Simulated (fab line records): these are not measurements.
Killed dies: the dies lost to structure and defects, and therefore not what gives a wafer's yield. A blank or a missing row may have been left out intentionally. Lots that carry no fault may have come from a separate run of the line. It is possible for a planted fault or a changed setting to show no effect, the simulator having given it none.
fab line records    flow n5Finfet
[record] lots = 7  wafers = 21
route steps=1938 shown BEOL_M8@1362 BEOL_M9@1419 BEOL_M13@1705 BEOL_M14@1716
startH: the number of hours between the record's first day and the start of the first shown wafer of the lot    waitH: time in hours since the lot's previous step    " as in the row above    L1.1+2: a row that stands for several wafers    - no value, or no start given    * or withheld: withheld    < > ~ a bound
route shown NAME@n: names a module that has steps shown in the file, with the first one's number in the route    usual: mean and standard deviation over wafers with no fault    same: alike in all rows    chamber/n: place in a boat    sites: per-site readings    _std_site: their standard deviation    _edge_site: mean of outer sites minus mean of inner sites    radiusMm: for every site, how far away it sits from the centre of the wafer    mask NAME#n: copy n    behind: the most recent tool/chamber to have shaped the wafer    hold: why the lot went on hold/how many hours it stayed there/how the hold came to an end    device: the n, p or np transistor that did not switch    end of line: the same wafers' tests at the end of the route    a step given without rows: its recipe and nothing more    killed: at the first sort, the dies lost to defects and structure; wafer yield is something else    map: the dies of a wafer, with x for killed, . for not killed, _ for no die there
set.NAME: the run value of the setting; set.NAME@STEP: its run value at that earlier step    model.NAME: the simulator's own value behind a step, which no gauge read
lots whose settings were changed on purpose; a table a step, a row a wafer
[[steps]]
[step N5_BEOL_M8_EXPOSE_25]
[recipe] maskId = V7  na = 0.33  sourceShape = annular  sigmaInner = 0.4  sigmaOuter = 0.8  polarization = unpolarized  targetCdNm = 40  doseMj = 42.5
lot.wafer   tool           chamber  startH  waitH  mask  set.doseMj
L078.1+4    euvScanner-01  0        231.51  -      V7#0  42.5
L078.2      "              0        "       "      V7#0  45.67
L077.1+3    euvScanner-01  0        231.75  -      V7#0  42.5
L077.4      "              0        "       "      V7#0  39.8
L079.1+2    euvScanner-01  0        240.49  -      V7#0  45.61
L079.6      "              0        "       "      V7#0  42.5
L082.2+4+5  euvScanner-02  0        254.57  -      V7#0  42.5
L083.1      euvScanner-02  0        266.02  -      V7#0  43.41
L083.2+6    "              0        "       "      V7#0  42.5
L087.1+2    euvScanner-01  0        281.28  -      V7#0  42.5
L087.4      "              0        "       "      V7#0  41.24
L089.1+2    euvScanner-01  0        286.04  -      V7#0  42.5
L089.4      "              0        "       "      V7#0  45.47
[step N5_BEOL_M8_PEB_26]
[recipe] pebTempC = 100  pebTimeS = 60  resist = CAR-EUV
[step N5_BEOL_M8_DEVELOP_27]
[recipe] developTimeS = 30  developer = TMAH  resist = CAR-EUV  rinseLiquid = surfactantRinse  dry = airSpin  devTempC = 23
[step N5_BEOL_M8_CD_MEAS_28]
[recipe] targetCdNm = 40  landingEnergyEv = 500  detector = seInlens
[usual] cdNm = 39.93/0.24
lot.wafer  tool      chamber  startH  waitH  set.doseMj@BEOL_M8_EXPOSE_25  cdNm
L078.1     cdSem-02  0        231.64  -      42.5                          40.12
L078.2     "         0        "       "      45.67                         41.78
L078.4     "         0        "       "      42.5                          39.94
L077.1     cdSem-01  0        231.89  -      42.5                          39.58
L077.3     "         0        "       "      42.5                          39.97
L077.4     "         0        "       "      39.8                          38.09
L079.1     cdSem-02  0        240.63  -      45.61                         41.14
L079.2     "         0        "       "      45.61                         41.10
L079.6     "         0        "       "      42.5                          39.87
L082.2     cdSem-03  0        254.70  -      42.5                          39.84
L082.4     "         0        "       "      42.5                          39.67
L082.5     "         0        "       "      42.5                          39.57
L083.1     cdSem-01  0        266.15  -      43.41                         40.42
L083.2     "         0        "       "      42.5                          39.80
L083.6     "         0        "       "      42.5                          40.28
L087.1     cdSem-03  0        281.41  -      42.5                          39.92
L087.2     "         0        "       "      42.5                          40.09
L087.4     "         0        "       "      41.24                         38.88
L089.1     cdSem-03  0        286.17  -      42.5                          40.17
L089.2     "         0        "       "      42.5                          39.93
L089.4     "         0        "       "      45.47                         41.59
[step N5_BEOL_M8_DESCUM_33]
[recipe] chemistry = O2  timeS = 7  sourcePowerW = 50  biasPowerW = 20  pressureMtorr = 20  rfFrequencyHz = 2.712e+07  tempC = 40  resist = CAR-EUV  o2FlowSccm = 225
lot.wafer  tool        chamber  startH  waitH  set.doseMj@BEOL_M8_EXPOSE_25  model.BEOL_M8.cdNm
L078.1     rieDiel-04  1        231.77  0.0    42.5                          39.8
L078.2     "           3        "       "      45.67                         41.6
L078.4     "           2        "       "      42.5                          40.2
L077.1     rieDiel-06  1        232.16  0.2    42.5                          40
L077.3     "           2        "       "      42.5                          40.4
L077.4     "           1        "       "      39.8                          38.6
L079.1     rieDiel-05  2        240.75  0.0    45.61                         41.4
L079.2     "           0        "       "      45.61                         41.8
L079.6     "           2        "       "      42.5                          40
L082.2+5   rieDiel-06  3,1      254.82  0.0    42.5                          39.8
L082.4     "           0        "       "      42.5                          40
L083.1     rieDiel-05  0        266.33  0.1    43.41                         40.6
L083.2+6   "           1,2      "       "      42.5                          39.8
L087.1     rieDiel-06  2        281.83  0.0    42.5                          40.2
L087.2     "           1        "       "      42.5                          39.8
L087.4     "           0        "       "      41.24                         39.2
L089.1+2   rieDiel-05  1,2      286.29  0.0    42.5                          40
L089.4     "           2        "       "      45.47                         41.6
[step N5_BEOL_M8_ETCH_72]
[recipe] chemistry = N2/H2  target = underlayer  targetDepthA = 65  maskMaterial = CAR-EUV  timeS = 5.2  ionEnergyEv = 200  pressureMtorr = 30  sourceW = 840  biasW = 150  n2FlowSccm = 200  h2FlowSccm = 200  ends = cleared
lot.wafer  tool        chamber  startH  waitH  set.doseMj@BEOL_M8_EXPOSE_25  model.BEOL_M8.cdNm
L078.1+4   rieDiel-04  1,2      231.80  0.0    42.5                          40
L078.2     "           3        "       "      45.67                         41.6
L077.1     rieDiel-06  1        232.20  0.0    42.5                          40
L077.3     "           2        "       "      42.5                          40.6
L077.4     "           1        "       "      39.8                          38.6
L079.1     rieDiel-05  2        240.78  0.0    45.61                         41.4
L079.2     "           0        "       "      45.61                         41.8
L079.6     "           2        "       "      42.5                          40
L082.2+5   rieDiel-06  3,1      254.86  0.0    42.5                          39.8
L082.4     "           0        "       "      42.5                          40
L083.1     rieDiel-05  0        266.36  0.0    43.41                         40.4
L083.2+6   "           1,2      "       "      42.5                          39.8
L087.1     rieDiel-06  2        281.86  0.0    42.5                          40.4
L087.2     "           1        "       "      42.5                          40
L087.4     "           0        "       "      41.24                         39.2
L089.1     rieDiel-05  1        286.33  0.0    42.5                          39.8
L089.2     "           2        "       "      42.5                          40.2
L089.4     "           2        "       "      45.47                         41.6
[step N5_BEOL_M8_ETCH_65]
[recipe] chemistry = CF4  target = SiARC  targetDepthA = 156  maskMaterial = CAR-EUV  timeS = 26  ionEnergyEv = 80  pressureMtorr = 40  sourceW = 545  biasW = 36  Ar_flow_sccm = 100  cf4FlowSccm = 100  ends = cleared
[step N5_BEOL_M8_ETCH_66]
[recipe] chemistry = N2/H2  target = SOC  targetDepthA = 800  overetchA = 160  maskMaterial = SiARC  tempC = 40  timeS = 120  ionEnergyEv = 200  pressureMtorr = 30  sourceW = 840  biasW = 150  n2FlowSccm = 200  h2FlowSccm = 200
lot.wafer  tool        chamber  startH  waitH  set.spinRpm@BEOL_M8_COAT_63  model.etch.depthNm
L078.1     rieDiel-04  1        231.85  0.0    1439                         61.18
L078.2     "           3        "       "      1439                         61.15
L078.4     "           2        "       "      1500                         59.79
L077.1     rieDiel-06  1        232.24  0.0    1440                         61.17
L077.3     "           2        "       "      1440                         60.92
L077.4     "           1        "       "      1440                         61.28
L079.1     rieDiel-05  2        240.83  0.0    1618                         57.65
L079.2     "           0        "       "      1618                         57.72
L079.6     "           2        "       "      1618                         57.6
L082.2     rieDiel-06  3        254.90  0.0    1500                         60.45
L082.4     "           0        "       "      1500                         60.39
L082.5     "           1        "       "      1500                         60.48
L083.1     rieDiel-05  0        266.41  0.0    1500                         60.14
L083.2     "           1        "       "      1500                         59.84
L083.6     "           2        "       "      1565                         58.74
L087.1     rieDiel-06  2        281.91  0.0    1438                         61.49
L087.2     "           1        "       "      1500                         60.28
L087.4     "           0        "       "      1500                         60.16
L089.1     rieDiel-05  1        286.37  0.0    1500                         60.08
L089.2     "           2        "       "      1665                         57.06
L089.4     "           2        "       "      1500                         60.14
[step N5_BEOL_M9_ETCH_62]
[recipe] chemistry = N2/H2  target = SOC  targetDepthA = 1100  overetchA = 220  maskMaterial = SiARC  tempC = 40  timeS = 165  ionEnergyEv = 200  pressureMtorr = 30  sourceW = 840  biasW = 150  n2FlowSccm = 200  h2FlowSccm = 200
[usual] rfVppV = 524.2/2.1
lot.wafer  tool        chamber  startH  waitH  set.sourceW  rfVppV
L078.1     rieDiel-02  2        237.67  0.0    946.9        505.5
L078.2     "           3        "       "      840          522.7
L078.4     "           1        "       "      946.9        498.8
L077.1     rieDiel-01  2        239.11  0.0    840          524.1
L077.3     "           0        "       "      715.8        555.8
L077.4     "           2        "       "      840          524.8
L079.1     rieDiel-02  2        247.79  0.0    840          525.3
L079.2     "           1        "       "      840          520.4
L079.6     "           3        "       "      791.8        533.0
L082.2     rieDiel-01  2        260.35  0.0    840          524.9
L082.4     "           1        "       "      840          522.7
L082.5     "           0        "       "      840          525.8
L083.1     rieDiel-03  0        274.51  0.0    774.9        540.4
L083.2     "           3        "       "      774.9        542.5
L083.6     "           1        "       "      840          523.6
L087.1     rieDiel-01  1        287.44  0.0    840          522.3
L087.2     "           2        "       "      840          524.0
L087.4     "           3        "       "      840          521.4
L089.1     rieDiel-01  1        290.80  0.0    940          502.4
L089.2     "           2        "       "      840          524.6
L089.4     "           3        "       "      840          522.7
[step N5_BEOL_M9_COAT_22]
[recipe] resist = CAR-EUV  spinRpm = 1500  resistThkNm = 30
lot.wafer   tool           chamber  startH  waitH  set.spinRpm  model.CAR-EUV_of_BEOL_M9_COAT_22.thkNm
L077.1+3+4  lithoTrack-02  0        -       -      1500         30
L078.1+2    lithoTrack-05  0        -       -      1426         30.8
L078.4      "              0        "       "      1500         30
L079.1+6    lithoTrack-05  0        -       -      1571         29.2
L079.2      "              0        "       "      1500         30
L082.2+4+5  lithoTrack-02  0        -       -      1500         30
L083.1      lithoTrack-02  0        -       -      1349         31.8
L083.2+6    "              0        "       "      1349         31.6
L087.1+2    lithoTrack-05  0        -       -      1500         30
L087.4      "              0        "       "      1500         29.8
L089.1      lithoTrack-05  0        -       -      1500         30
L089.2      "              0        "       "      1593         29
L089.4      "              0        "       "      1500         29.8
[step N5_BEOL_M9_EBR_24]
[recipe] solvent = PGMEA  ebrWidthMm = 1.5
[step N5_BEOL_M9_SOFTBAKE_23]
[recipe] tempC = 110  timeS = 60  resist = CAR-EUV
[step N5_BEOL_M9_EXPOSE_25]
[recipe] maskId = V8  na = 0.33  sourceShape = annular  sigmaInner = 0.4  sigmaOuter = 0.8  polarization = unpolarized  doseMj = 37.25
[step N5_BEOL_M9_PEB_26]
[recipe] pebTempC = 100  pebTimeS = 60  resist = CAR-EUV
[step N5_BEOL_M9_DEVELOP_27]
[recipe] developTimeS = 30  developer = TMAH  resist = CAR-EUV  rinseLiquid = surfactantRinse  dry = airSpin  devTempC = 23
lot.wafer   tool           chamber  startH  waitH  set.spinRpm@BEOL_M9_COAT_22  model.CAR-EUV_of_BEOL_M9_COAT_22.thkNm
L077.1+3    lithoTrack-05  0        -       -      1500                         29.6
L077.4      "              0        "       "      1500                         29.4
L078.1      lithoTrack-05  0        -       -      1426                         30.4
L078.2      "              0        "       "      1426                         30.2
L078.4      "              0        "       "      1500                         29.6
L079.1+6    lithoTrack-03  0        -       -      1571                         28.8
L079.2      "              0        "       "      1500                         29.4
L082.2+4+5  lithoTrack-05  0        -       -      1500                         29.6
L083.1+2+6  lithoTrack-05  0        -       -      1349                         31.2
L087.1      lithoTrack-02  0        -       -      1500                         29.6
L087.2+4    "              0        "       "      1500                         29.4
L089.1+4    lithoTrack-05  0        -       -      1500                         29.4
L089.2      "              0        "       "      1593                         28.4
[step N5_BEOL_M9_DESCUM_33]
[recipe] chemistry = O2  timeS = 7  sourcePowerW = 50  biasPowerW = 20  pressureMtorr = 20  rfFrequencyHz = 2.712e+07  tempC = 40  resist = CAR-EUV  o2FlowSccm = 225
[step N5_BEOL_M9_ETCH_76]
[recipe] chemistry = N2/H2  target = underlayer  targetDepthA = 65  maskMaterial = CAR-EUV  timeS = 5.2  ionEnergyEv = 200  pressureMtorr = 30  sourceW = 840  biasW = 150  n2FlowSccm = 200  h2FlowSccm = 200  ends = cleared
lot.wafer   tool        chamber  startH  waitH  set.spinRpm@BEOL_M9_COAT_22  model.CAR-EUV_of_BEOL_M9_COAT_22.thkNm
L077.1+4    rieDiel-02  1,0      240.59  0.0    1500                         20.4
L077.3      "           2        "       "      1500                         20.2
L078.1      rieDiel-03  0        240.97  0.0    1426                         21.2
L078.2      "           3        "       "      1426                         21
L078.4      "           2        "       "      1500                         20.2
L079.1+6    rieDiel-03  3        248.83  0.0    1571                         19.6
L079.2      "           1        "       "      1500                         20.2
L082.2+5    rieDiel-02  2        264.53  0.0    1500                         20.2
L082.4      "           0        "       "      1500                         20.4
L083.1+2+6  rieDiel-02  0,2,2    275.38  0.0    1349                         22
L087.1      rieDiel-01  2        288.28  0.0    1500                         20.4
L087.2+4    "           1,0      "       "      1500                         20
L089.1+4    rieDiel-01  0,2      293.85  0.0    1500                         20.2
L089.2      "           1        "       "      1593                         19
[step N5_BEOL_M13_SPUTTER_43]
[recipe] material = TaN  targetThkA = 150  tempC = 50  biasV = 168.6  powerW = 15000  chamberPressurePa = 0.12  timeS = 24.19
lot.wafer  tool           chamber  startH  waitH  set.timeS  model.TaN_of_BEOL_M13_SPUTTER_43.thkNm
L077.1     pvdSputter-02  -        274.17  0.0    21.83      13.8
L077.3     "              -        "       "      24.19      15
L077.4     "              -        "       "      24.19      14.8
L078.1     pvdSputter-02  -        274.49  0.0    22.56      13.6
L078.2     "              -        "       "      22.56      14.2
L078.4     "              -        "       "      24.19      15.4
L079.1     pvdSputter-01  -        280.81  0.0    26.97      16.4
L079.2     "              -        "       "      24.19      15.2
L079.6     "              -        "       "      24.19      15
L082.2     pvdSputter-01  -        295.76  0.0    24.19      14.8
L082.4     "              -        "       "      24.19      15
L082.5     "              -        "       "      24.19      14.6
L083.1     pvdSputter-03  -        304.69  0.0    24.19      14.8
L083.2     "              -        "       "      24.19      14.6
L083.6     "              -        "       "      27.08      16.4
L087.1     pvdSputter-02  -        319.21  0.0    21.1       13.4
L087.2     "              -        "       "      24.19      15.6
L087.4     "              -        "       "      24.19      14.8
L089.1+4   pvdSputter-03  -        326.22  0.0    24.19      15
L089.2     "              -        "       "      24.19      15.2
[step N5_BEOL_M14_ILD_DEP_00]
[recipe] material = SiO2  targetThkA = 11193  tempC = 400  precursor = TEOS/O2  pressureTorr = 6.5  rfW = 900  teosFlowSccm = 161.4  gas = O2  flowSccm = 2650  timeS = 237.4
lot.wafer  tool      chamber  startH  waitH  set.timeS  model.SiO2_of_BEOL_M14_ILD_DEP_00.thkNm
L077.1     pecvd-04  0        276.02  0.0    237.4      1111
L077.3     "         0        "       "      237.4      1139
L077.4     "         1        "       "      237.4      1157
L078.1     pecvd-04  0        276.61  0.0    237.4      1115
L078.2     "         1        "       "      237.4      1138
L078.4     "         0        "       "      237.4      1126
L079.1     pecvd-01  2        282.83  0.0    237.4      1129
L079.2     "         0        "       "      237.4      1128
L079.6     "         2        "       "      237.4      1152
L082.2     pecvd-03  1        297.00  0.0    237.4      1121
L082.4     "         1        "       "      237.4      1145
L082.5     "         2        "       "      237.4      1123
L083.1     pecvd-04  1        306.20  0.0    227.4      1097
L083.2     "         2        "       "      237.4      1109
L083.6     "         2        "       "      237.4      1125
L087.1     pecvd-03  0        320.43  0.0    272.6      1285
L087.2     "         1        "       "      272.6      1284
L087.4     "         1        "       "      237.4      1151
L089.1     pecvd-01  0        328.41  0.1    237.4      1121
L089.2     "         1        "       "      237.4      1120
L089.4     "         0        "       "      237.4      1130
[step N5_BEOL_M14_THK_MEAS_01]
[recipe] reads = SiO2_of_BEOL_M14_ILD_DEP_00
[usual] M14_ILD_THK = 1128/17
lot.wafer  tool          chamber  startH  waitH  set.timeS@BEOL_M14_ILD_DEP_00  M14_ILD_THK[nm]
L077.1     filmMetro-02  -        276.29  0.2    237.4                          1111
L077.3     "             -        "       "      237.4                          1139
L077.4     "             -        "       "      237.4                          1156
L078.1     filmMetro-02  -        276.87  0.2    237.4                          1115
L078.2     "             -        "       "      237.4                          1139
L078.4     "             -        "       "      237.4                          1126
L079.1     filmMetro-01  -        283.02  0.1    237.4                          1129
L079.2     "             -        "       "      237.4                          1128
L079.6     "             -        "       "      237.4                          1153
L082.2     filmMetro-01  -        297.19  0.1    237.4                          1121
L082.4     "             -        "       "      237.4                          1145
L082.5     "             -        "       "      237.4                          1123
L083.1     filmMetro-02  -        306.39  0.1    227.4                          1098
L083.2     "             -        "       "      237.4                          1109
L083.6     "             -        "       "      237.4                          1126
L087.1     filmMetro-01  -        320.62  0.1    272.6                          1285
L087.2     "             -        "       "      272.6                          1285
L087.4     "             -        "       "      237.4                          1150
L089.1     filmMetro-02  -        328.60  0.1    237.4                          1122
L089.2     "             -        "       "      237.4                          1121
L089.4     "             -        "       "      237.4                          1130
[[key]]
[split] step = N5_BEOL_M8_EXPOSE_25  setting = doseMj  stated = 42.5  by = wafer
[response] step = N5_BEOL_M8_CD_MEAS_28  reading = cdNm  change = +0.226  per = 1%  r = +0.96
[response] step = N5_BEOL_M8_DESCUM_33  reading = model.BEOL_M8.cdNm  change = +0.232  per = 1%  r = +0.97
[response] step = N5_BEOL_M8_ETCH_72  reading = model.BEOL_M8.cdNm  change = +0.236  per = 1%  r = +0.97
[split] step = N5_BEOL_M9_ETCH_62  setting = sourceW  stated = 840  by = wafer
[response] step = N5_BEOL_M9_ETCH_62  reading = rfVppV  change = -1.91  per = 1%  r = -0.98
[split] step = N5_BEOL_M9_COAT_22  setting = spinRpm  stated = 1500  by = wafer
[response] step = N5_BEOL_M9_COAT_22  reading = model.CAR-EUV_of_BEOL_M9_COAT_22.thkNm  change = -0.156  per = 1%  r = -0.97
[response] step = N5_BEOL_M9_DEVELOP_27  reading = model.CAR-EUV_of_BEOL_M9_COAT_22.thkNm  change = -0.147  per = 1%  r = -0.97
[response] step = N5_BEOL_M9_ETCH_76  reading = model.CAR-EUV_of_BEOL_M9_COAT_22.thkNm  change = -0.173  per = 1%  r = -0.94
[split] step = N5_BEOL_M13_SPUTTER_43  setting = timeS  stated = 24.19  by = wafer
[response] step = N5_BEOL_M13_SPUTTER_43  reading = model.TaN_of_BEOL_M13_SPUTTER_43.thkNm  change = +0.137  per = 1%  r = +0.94
[split] step = N5_BEOL_M14_ILD_DEP_00  setting = timeS  stated = 237.4  by = wafer
[response] step = N5_BEOL_M14_ILD_DEP_00  reading = model.SiO2_of_BEOL_M14_ILD_DEP_00.thkNm  change = +8.68  per = 1%  r = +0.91
[response] step = N5_BEOL_M14_THK_MEAS_01  reading = M14_ILD_THK  change = +8.73  per = 1%  r = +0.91
split outsideThisFile step=N5_BEOL_M8_COAT_63 setting=spinRpm
// split outsideThisFile: this setting was split too, and the file shows its column; the key of that split is in another file
